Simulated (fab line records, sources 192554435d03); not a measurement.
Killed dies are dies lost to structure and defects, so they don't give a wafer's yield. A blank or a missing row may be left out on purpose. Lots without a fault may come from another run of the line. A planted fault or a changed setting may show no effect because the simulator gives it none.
Problem report in the 8D (eight disciplines) form, filled by code | flow n5_finfet | the parts of the form that need people (team, actions taken, sign-off) are left out

1. THE PROBLEM
trench_depth_nm at N5_BEOL_M9_OCD_MEAS_38 reads a mean of 131 nm on 1 wafer of 1 lot; wafers without a fault read 150 nm with a standard deviation of 3. That is -6.3 standard deviations from the usual mean.
First seen on wafer L744.5, day 14 12:23, on ocd-01. The record holds 27 wafers of 9 lots with a number at this step. Rule for "out", or "out of limits": more than 4 standard deviations from the usual mean. The other wafers with a number count as sound.

2. WHAT IT IS AND WHAT IT IS NOT
question                    | is                | is not
which readings at this step | trench_depth_nm   | -
which lots                  | L744              | L726, L727, L729, L732, L735, L737, L740, L742
which wafers of those lots  | L744.5            | L744.2, L744.4
read on which gauges        | ocd-01            | ocd-02
when                        | from day 14 12:23 | up to then (26 sound wafers)

3. SUSPECTS, AND WHAT RULES EACH OUT
Counting: a tool at a process step up to the reading stays a suspect if it ran every lot that is out. Sound lots after the first of them don't rule it out here, since some wafers of a struck lot are sound.
- the gauge at N5_BEOL_M9_OCD_MEAS_38: ruled out. All the wafers that are out were read on ocd-01, but those of them that N5_BEOL_M9_TRENCH_ETCH_37 has rows for are out there too, on other tools.
- rie_diel-01 at N5_BEOL_M9_ETCH_76 (etches underlayer in N2/H2, target depth 6.5 nm, time 5.2 s): kept. It ran the lot that is out, L744 (day 14 11:58); its last sound lot up to then is L742 (day 14 01:52).
- rie_diel-01 at N5_BEOL_M9_TRENCH_ETCH_37 (etches SiCOH lowk in C4F6/O2, target depth 151.43 nm, time 49 s): kept. It ran the lot that is out, L744 (day 14 12:13); its last sound lot up to then is L742 (day 14 02:07). Its own readings are out on those wafers: bias_w, rf_vpp_V.
- rie_diel-01 at N5_BEOL_M9_STRIP_80 (strips in N2/H2, time 10 s): kept. It ran the lot that is out, L744 (day 14 12:23); its last sound lot up to then is L742 (day 14 02:17). N5_BEOL_M9_STRIP_80 gives no start for some lots, so the hours and the order of its lots are those of N5_BEOL_M9_OCD_MEAS_38.
- Within rie_diel-01 at N5_BEOL_M9_ETCH_76: the wafers that are out ran in chamber 3; their sound lot-mates ran in chambers 0, 2.
- Within rie_diel-01 at N5_BEOL_M9_TRENCH_ETCH_37: the wafers that are out ran in chamber 3; their sound lot-mates ran in chambers 0, 2.
- Within rie_diel-01 at N5_BEOL_M9_STRIP_80: the wafers that are out ran in chamber 3; their sound lot-mates ran in chambers 0, 2.
Left after counting: rie_diel-01 at N5_BEOL_M9_ETCH_76, rie_diel-01 at N5_BEOL_M9_TRENCH_ETCH_37, rie_diel-01 at N5_BEOL_M9_STRIP_80.

4. THE CAUSE (what the simulator had put in)
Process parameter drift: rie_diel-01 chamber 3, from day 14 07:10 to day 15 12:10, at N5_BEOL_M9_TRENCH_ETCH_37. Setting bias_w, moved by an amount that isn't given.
Counting left 3 suspects, and this tool is among them.

5. THE CHAIN OF EFFECTS, in route order
Each row: a reading whose mean over the struck wafers that have a number lies more than 3 standard deviations from the usual. Only readings for which the record gives a usual standard deviation are gone through. hours: the time from each lot's start at the first step in this table that gives one to its start at this step, as a median over the lots. sigmas: the change in usual standard deviations.
hours | step                      | reading         | usual        | on struck wafers | change | sigmas
0     | N5_BEOL_M9_TRENCH_ETCH_37 | bias_w          | 185.0 W      | 139.1            | -45.9  | -82
0     | N5_BEOL_M9_TRENCH_ETCH_37 | rf_vpp_V        | 663 V        | 524              | -139   | -13
0     | N5_BEOL_M9_OCD_MEAS_38    | trench_depth_nm | 150 nm       | 131              | -19    | -6.3
3     | N5_BEOL_M9_THK_MEAS_53    | M9_THK          | 133 nm       | 114              | -19    | -5.6
3     | N5_BEOL_M9_RS_MEAS_57     | M9_RS           | 0.153 ohm/sq | 0.182            | +0.029 | +7.4
The process steps in it:
- N5_BEOL_M9_TRENCH_ETCH_37: etches SiCOH lowk in C4F6/O2, target depth 151.43 nm, time 49 s.

6. WHAT WOULD HAVE CAUGHT IT SOONER
In this record the first reading out of limits at a measuring or inspecting step was taken at day 14 12:23, 5 hours after the fault began at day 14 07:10.
The tool's own readings at N5_BEOL_M9_TRENCH_ETCH_37 were out on every struck wafer that the step has a row for (bias_w, rf_vpp_V): an alarm limit on them would have fired on the first of those.
All the lots that are out (1) had begun N5_BEOL_M9_TRENCH_ETCH_37 on rie_diel-01 by day 14 12:23. A hold on the tool at that time would have spared none of them.
